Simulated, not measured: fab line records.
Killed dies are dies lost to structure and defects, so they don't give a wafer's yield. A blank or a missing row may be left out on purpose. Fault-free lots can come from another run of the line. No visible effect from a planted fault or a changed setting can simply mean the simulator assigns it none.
fab line records	flow n5_finfet
record lots=5	wafers=15	last_day=19
route steps=1938 shown TV_LITHO@1875 TV_OPEN@1887 PASSIVATION@1936
lots that met no fault: from a run of the same line without faults
start_h: hours from the record's first day to the start of the lot's first wafer shown	wait_h: time in hours since the lot's previous step	" identical to the entry in the row above	L1.1+2: several wafers, shown together as one row	- either no value or no given start	* or withheld: withheld	< > ~ a bound
route shown NAME@n: names a module that has steps shown in the file, with the first one's number in the route	usual: average and standard deviation across the fault-free wafers	same: alike in all rows	chamber/n: place in a boat	sites: each site's reading	_std_site: the values' standard deviation	_edge_site: outer sites' mean less inner sites'	radius_mm: for every site, how far away it sits from the centre of the wafer	mask NAME#n: copy n	behind: tool/chamber where the wafer was last shaped	hold: why the lot went on hold/how many hours it stayed there/how the hold came to an end	device: whichever transistor did not switch (one of n, p or np)	end of line: at the end of the route, the tests of the same wafers	a step given without rows: its recipe and nothing more	killed: count of dies lost to structure and defects at first sort (not the wafer's yield)	map: a wafer's dies, x killed, . not, _ none there
set.NAME: the setting that was run; set.NAME@STEP: the one run at that earlier step	model.NAME: the simulator's own value behind a step, which no gauge read
lots at some steps of the route; a table a step, a row a wafer
services: from which hour (start_h, from the record's first day; less than 0 if before it) a tool's chamber was out of use, for how many hours, and why
## steps
# step N5_PASSIVATION_HMDS_03
# recipe time_s=60	temp_c=120
# step N5_PASSIVATION_COAT_04
# recipe spin_rpm=*	resist_thk_nm=*
# step N5_PASSIVATION_EBR_06
# recipe solvent=PGMEA	ebr_width_mm=1.5
# step N5_PASSIVATION_SOFTBAKE_05
# recipe temp_c=100	time_s=90
# step N5_PASSIVATION_EXPOSE_07
# recipe mask_id=TV	na=0.55	source_shape=conventional	sigma_outer=0.8	polarization=unpolarized	defocus_nm=0	target_cd_nm=3000	dose_mj=22.75
# step N5_PASSIVATION_PEB_08
# recipe peb_temp_c=withheld	peb_time_s=*
# step N5_PASSIVATION_DEVELOP_09
# recipe develop_time_s=60	rinse_liquid=diw	dry=air_spin	dev_temp_c=21
# step N5_PASSIVATION_HARDBAKE_11
# recipe temp_c=130	time_s=120
# step N5_PASSIVATION_CD_MEAS_10
# recipe target_cd_nm=3000	landing_energy_ev=500	detector=se_inlens
# usual cd_nm=3001.2/2.4
lot.wafer	tool	chamber	start_h	wait_h	cd_nm
L750.2	cd_sem-01	0	284.43	-	3001.5
L750.3	"	0	"	"	3001.8
L750.5	"	0	"	"	2996.2
L755.2	cd_sem-03	0	365.07	-	2996.6
L755.3	"	0	"	"	3001.5
L755.5	"	0	"	"	2999.2
L765.1	cd_sem-03	0	410.41	-	3004.2
L765.4	"	0	"	"	3005.7
L765.6	"	0	"	"	3001.2
L752.1	cd_sem-02	0	410.70	-	3001.2
L752.2	"	0	"	"	3000.1
L752.5	"	0	"	"	2999.9
L771.1	cd_sem-01	0	454.72	-	3001.4
L771.3	"	0	"	"	3002.7
L771.4	"	0	"	"	2998.1
# step N5_PASSIVATION_OVL_MEAS_60
# recipe points_per_wafer=44
# usual TV_OVL=1/5.7
lot.wafer	tool	chamber	start_h	wait_h	TV_OVL[nm]
L750.2	overlay-02	0	284.46	0.0	3
L750.3	"	0	"	"	-7
L750.5	"	0	"	"	-3
L755.2	overlay-02	0	365.10	0.0	1
L755.3	"	0	"	"	5
L755.5	"	0	"	"	-1
L765.1	overlay-02	0	410.45	0.0	1
L765.4	"	0	"	"	4
L765.6	"	0	"	"	2
L752.1	overlay-01	0	410.73	0.0	9
L752.2	"	0	"	"	2
L752.5	"	0	"	"	4
L771.1	overlay-01	0	454.75	0.0	-6
L771.3	"	0	"	"	7
L771.4	"	0	"	"	3
# step N5_PASSIVATION_INSPECT_61
# recipe mode=adi	inspect_instrument=macro
# usual raw_defect_count=2.1/1.5
lot.wafer	tool	chamber	start_h	wait_h	raw_defect_count
L750.2	defect_inspect-02	-	284.48	0.0	2
L750.3	"	-	"	"	2
L750.5	"	-	"	"	1
L755.2	defect_inspect-02	-	365.12	0.0	3
L755.3	"	-	"	"	0
L755.5	"	-	"	"	1
L765.1	defect_inspect-02	-	410.48	0.0	5
L765.4	"	-	"	"	1
L765.6	"	-	"	"	1
L752.1	defect_inspect-02	-	410.76	0.0	1
L752.2	"	-	"	"	2
L752.5	"	-	"	"	2
L771.1	defect_inspect-01	-	454.78	0.0	0
L771.3	"	-	"	"	1
L771.4	"	-	"	"	4
# step N5_PASSIVATION_DESCUM_12
# recipe chemistry=O2	time_s=7.9	source_power_w=50	bias_power_w=20	pressure_mtorr=20	rf_frequency_hz=2.712e+07	temp_c=40	o2_flow_sccm=225
# usual drypump_motor_current_A=5.5/0.36	oes_product_au=0.84/0.11	rf_vpp_V=243.1/1.5	showerhead_plenum_p_Torr=2.09/0.086	temp_c=39.99/0.11	throttle_valve_pct=20.36/0.26
# same time_s=7.9
lot.wafer	tool	chamber	start_h	wait_h	drypump_motor_current_A	oes_product_au	rf_hours_counter_h	rf_vpp_V	showerhead_plenum_p_Torr	temp_c	throttle_valve_pct
L750.2	rie_diel-04	0	284.52	0.0	5.8	0.87	45	243.7	2.06	39.73	20.33
L750.3	"	2	"	"	5.2	0.71	191	243.1	2.18	39.91	20.60
L750.5	"	0	"	"	5.8	0.88	-	241.8	2.06	39.76	20.34
L755.2	rie_diel-02	2	365.36	0.2	5.5	0.96	8	242.4	2.05	40.09	20.03
L755.3	"	1	"	"	6.1	0.69	212	243.0	1.97	40.02	20.11
L755.5	"	1	"	"	6.1	0.69	-	241.8	1.97	40.09	20.10
L765.1	rie_diel-06	3	410.70	0.2	5.3	0.69	243	241.9	2.00	39.91	21.03
L765.4	"	3	"	"	5.4	0.69	-	240.3	2.00	39.93	21.04
L765.6	"	0	"	"	4.9	0.79	-	241.5	2.04	39.89	20.38
L752.1	rie_diel-02	0	411.48	0.7	5.4	0.90	47	243.3	2.12	40.01	20.26
L752.2	"	2	"	"	5.5	0.93	25	243.7	2.04	39.74	20.04
L752.5	"	3	"	"	5.7	0.99	-	243.4	2.05	39.98	20.41
L771.1	rie_diel-06	2	454.95	0.2	5.2	0.90	38	243.8	2.14	39.96	20.23
L771.3	"	0	"	"	4.9	0.77	113	242.2	2.03	40.24	20.39
L771.4	"	1	"	"	5.7	0.90	28	245.7	2.23	40.01	20.03
# step N5_PASSIVATION_PASS_ETCH_74
# recipe chemistry=CF4/O2	target=SiNx	target_depth_a=2200	time_s=110	ion_energy_ev=100	pressure_mtorr=40	source_w=535	bias_w=49	Ar_flow_sccm=100	cf4_flow_sccm=100	O2_flow_sccm=10
# usual cf4_flow_sccm=100.0/0.32	drypump_motor_current_A=5.5/0.36	oes_ar_750_au=0.84/0.1	oes_product_au=0.84/0.11	rf_vpp_V=242/5.1	showerhead_plenum_p_Torr=2.20/0.087	throttle_valve_pct=15.87/0.22
# same time_s=110
lot.wafer	tool	chamber	start_h	wait_h	cf4_flow_sccm	drypump_motor_current_A	oes_ar_750_au	oes_product_au	rf_hours_counter_h	rf_vpp_V	showerhead_plenum_p_Torr	throttle_valve_pct
L750.2	rie_diel-04	0	284.58	0.0	100.4	5.8	0.89	0.90	45	234	2.16	15.73
L750.3	"	2	"	"	99.7	5.3	0.73	0.71	191	245	2.28	16.11
L750.5	"	0	"	"	100.3	5.8	0.90	0.89	-	233	2.16	15.71
L755.2	rie_diel-02	2	365.43	0.0	100.2	5.5	0.97	0.96	8	251	2.16	15.53
L755.3	"	1	"	"	99.4	6.0	0.70	0.70	212	239	2.09	15.78
L755.5	"	1	"	"	99.5	6.0	0.69	0.68	-	241	2.09	15.79
L765.1	rie_diel-06	3	410.76	0.0	100.2	5.3	0.69	0.69	243	243	2.09	16.43
L765.4	"	3	"	"	99.8	5.3	0.69	0.69	-	241	2.09	16.45
L765.6	"	0	"	"	99.8	4.9	0.78	0.77	-	244	2.13	15.77
L752.1	rie_diel-02	0	411.54	0.0	77.1	5.4	0.98	0.85	47	236	2.07	14.91
L752.2	"	2	"	"	100.2	5.5	0.91	0.92	25	250	2.16	15.55
L752.5	"	3	"	"	99.8	5.7	0.96	0.99	-	232	2.15	15.83
L771.1	rie_diel-06	2	455.02	0.0	99.6	5.2	0.89	0.89	38	244	2.24	15.74
L771.3	"	0	"	"	100.6	4.9	0.76	0.75	113	247	2.12	15.82
L771.4	"	1	"	"	99.8	5.7	0.92	0.91	28	246	2.35	15.65
# step N5_PASSIVATION_VIA_ETCH_13
# recipe chemistry=CHF3/O2	target=SiO2	target_depth_a=6600	CHF3_flow_sccm=50	O2_flow_sccm=5	Ar_flow_sccm=200	time_s=330	mask_material=PR	pressure_mtorr=30	source_w=650	bias_w=170	ion_energy_ev=200	ends=cleared
# usual CHF3_flow_sccm=50.00/0.14	drypump_motor_current_A=5.5/0.36	etch_rf_on_time_s=236/7.1	oes_ar_750_au=0.83/0.1	oes_product_au=0.75/0.1	rf_vpp_V=527/11	showerhead_plenum_p_Torr=2.41/0.099	throttle_valve_pct=18.79/0.21
lot.wafer	tool	chamber	start_h	wait_h	CHF3_flow_sccm	drypump_motor_current_A	etch_rf_on_time_s	oes_ar_750_au	oes_product_au	rf_hours_counter_h	rf_vpp_V	showerhead_plenum_p_Torr	throttle_valve_pct
L750.2	rie_diel-04	0	284.67	0.0	49.82	5.8	232	0.89	0.80	45	508	2.36	18.66
L750.3	"	2	"	"	49.99	5.2	242	0.72	0.64	192	534	2.50	19.02
L750.5	"	0	"	"	50.04	5.8	235	0.89	0.80	-	508	2.36	18.63
L755.2	rie_diel-02	2	365.52	0.0	49.94	5.5	236	0.94	0.87	8	544	2.37	18.52
L755.3	"	1	"	"	50.02	6.0	247	0.70	0.62	212	524	2.29	18.63
L755.5	"	1	"	"	50.14	6.0	249	0.69	0.62	-	524	2.29	18.65
L765.1	rie_diel-06	3	410.86	0.0	50.19	5.4	237	0.68	0.61	243	527	2.28	19.33
L765.4	"	3	"	"	50.07	5.4	239	0.69	0.63	-	529	2.28	19.34
L765.6	"	0	"	"	49.84	4.9	246	0.78	0.70	-	535	2.33	18.70
L752.1	rie_diel-02	0	411.63	0.0	49.93	5.4	224	0.85	0.79	47	531	2.44	18.76
L752.2	"	2	"	"	50.16	5.5	231	0.91	0.83	25	544	2.37	18.53
L752.5	"	3	"	"	50.04	5.7	225	0.98	0.89	-	505	2.35	18.75
L771.1	rie_diel-06	2	455.11	0.0	50.08	5.3	225	0.88	0.81	38	533	2.46	18.69
L771.3	"	0	"	"	49.59	4.9	244	0.76	0.68	113	532	2.33	18.74
L771.4	"	1	"	"	50.15	5.6	230	0.91	0.82	28	535	2.58	18.58
# step N5_PASSIVATION_PROBE_49
# usual defect_limited_yield=90.9/1.4	killed_at_M0_to_M3=38/11	killed_at_M4_up=13/5.9	killed_at_contacts=14/6.4	killed_at_front_end=38/11	killed_at_other=3.3/2.5	killed_dies=107/16	killed_open=70/12	killed_short=35/7.7	sort_bin_5_function=5.3/0.94	sort_bin_6_memory=3.5/0.7	sort_n_pass=1073/16	sort_yield_pct=90.9/1.4
# same gross_dies=1180	killed_at_back_side=0	sort_bin_4_leakage[%]=0	sort_bin_8_speed[%]=0
lot.wafer	tool	chamber	start_h	wait_h	defect_limited_yield[%]	killed_at_M0_to_M3	killed_at_M4_up	killed_at_contacts	killed_at_front_end	killed_at_other	killed_dies	killed_open	killed_short	sort_bin_5_function[%]	sort_bin_6_memory[%]	sort_n_pass	sort_yield_pct[%]
L765.1	prober-01	-	417.35	0.0	91.6	52	7	10	30	0	99	60	37	4.5	3.6	1081	91.6
L765.4	prober-01	-	417.50	0.2	89.3	64	15	11	30	6	126	84	41	6.6	3.8	1054	89.3
L765.6	prober-01	-	417.60	0.3	91.4	49	9	13	30	1	102	61	38	4.9	3.2	1078	91.4
L752.1	prober-02	-	418.35	0.0	91.4	44	8	12	37	1	102	66	36	5.5	2.8	1078	91.4
L752.2	prober-02	-	418.40	0.1	92.2	47	12	12	18	3	92	50	41	4.9	2.5	1088	92.2
L752.5	prober-02	-	418.55	0.2	91.3	36	12	6	47	2	103	59	43	5.2	3.4	1077	91.3
# killed by level:class
L765.1 BEOL_M0_SAQP:geometric_particle:short=15 BEOL_M0_SAQP:geometric_particle:open=11 FIN_SAQP:geometric_particle:short=9 BEOL_M3:geometric_particle:open=9 FIN_SAQP:geometric_particle:open=8 BEOL_M1:geometric_particle:open=8 MOL_CONTACT_COAG:geometric_particle:open=5 BEOL_M2:geometric_particle:open=5
L765.4 BEOL_M0_SAQP:geometric_particle:open=16 BEOL_M3:geometric_particle:open=11 MOL_CONTACT_COAG:geometric_particle:open=9 BEOL_M1:geometric_particle:open=9 BEOL_M2:geometric_particle:open=8 BEOL_M0_SAQP:geometric_particle:short=7 FIN_SAQP:geometric_particle:short=6 BEOL_M3:geometric_particle:short=6
L765.6 BEOL_M0_SAQP:geometric_particle:short=14 BEOL_M1:geometric_particle:open=13 MOL_CONTACT_COAG:geometric_particle:open=10 BEOL_M0_SAQP:geometric_particle:open=9 FIN_SAQP:geometric_particle:short=6 GATE_CUT:geometric_particle:short=5 BEOL_M3:geometric_particle:open=5 FIN_SAQP:geometric_particle:open=4
L752.1 STI_FIN_REVEAL:geometric_particle:open=13 BEOL_M2:geometric_particle:open=13 MOL_CONTACT_COAG:geometric_particle:open=10 BEOL_M0_SAQP:geometric_particle:open=10 BEOL_M0_SAQP:geometric_particle:short=8 BEOL_M2:geometric_particle:short=7 FIN_SAQP:geometric_particle:short=6 BEOL_M5:geometric_particle:open=5
L752.2 BEOL_M2:geometric_particle:open=14 MOL_CONTACT_COAG:geometric_particle:open=10 BEOL_M2:geometric_particle:short=10 BEOL_M0_SAQP:geometric_particle:short=9 BEOL_M0_SAQP:geometric_particle:open=7 FIN_SAQP:geometric_particle:short=5 BEOL_M1:geometric_particle:open=5 BEOL_M5:geometric_particle:short=5
L752.5 FIN_SAQP:geometric_particle:short=8 GATE_CUT:geometric_particle:short=8 STI_FIN_REVEAL:geometric_particle:open=7 BEOL_M2:geometric_particle:open=7 BEOL_M1:geometric_particle:open=6 BEOL_M3:geometric_particle:open=6 ILD0:geometric_particle:short=5 BEOL_M0_SAQP:geometric_particle:open=5
## services
tool	chamber	start_h	hours	kind
rie_diel-04	3	294.15	6.5	repair
rie_diel-02	1	309.20	6.3	repair
rie_diel-02	3	309.72	16.3	repair
rie_diel-06	2	324.33	-	clean
rie_diel-06	2	324.33	-	consumable_replace:focus_ring
rie_diel-02	-	329.20	14.6	pm
rie_diel-06	3	331.95	2.6	repair
rie_diel-04	-	336.59	4.8	repair
rie_diel-06	-	338.02	0.6	repair
rie_diel-06	1	345.30	-	clean
rie_diel-06	1	345.30	-	consumable_replace:focus_ring
rie_diel-06	1	345.30	-	consumable_replace:showerhead
rie_diel-06	1	345.30	15.0	scheduled_down
rie_diel-06	1	345.30	15.0	vent_cycle
rie_diel-06	0	347.58	3.7	repair
rie_diel-06	-	354.64	4.3	pm
rie_diel-02	3	364.07	-	clean
rie_diel-02	3	364.07	-	consumable_replace:focus_ring
rie_diel-02	3	364.07	19.6	scheduled_down
rie_diel-02	3	364.07	19.6	vent_cycle
rie_diel-06	3	429.20	-	clean
rie_diel-06	3	429.20	-	consumable_replace:focus_ring
rie_diel-06	3	429.20	-	consumable_replace:showerhead
rie_diel-04	3	452.95	2.6	repair
## key
first_sign step=N5_PASSIVATION_PASS_ETCH_74	reading=cf4_flow_sccm	direction=down	sigmas=72	usual=100.0	struck=77.1
effect step=N5_PASSIVATION_PASS_ETCH_74	reading=throttle_valve_pct	direction=down	sigmas=4.2	usual=*	struck=*
met_at N5_PASSIVATION_PASS_ETCH_74
struck_wafers L752.1
fault kind=process_parameter_drift	tool=rie_diel-02	chamber=0	onset_h=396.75	steps=N5_PASSIVATION_PASS_ETCH_74	channel=cf4_flow_sccm	offset=-22.5	shape=step	end_h=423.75	acts_in=these_recipes_only	stated=100
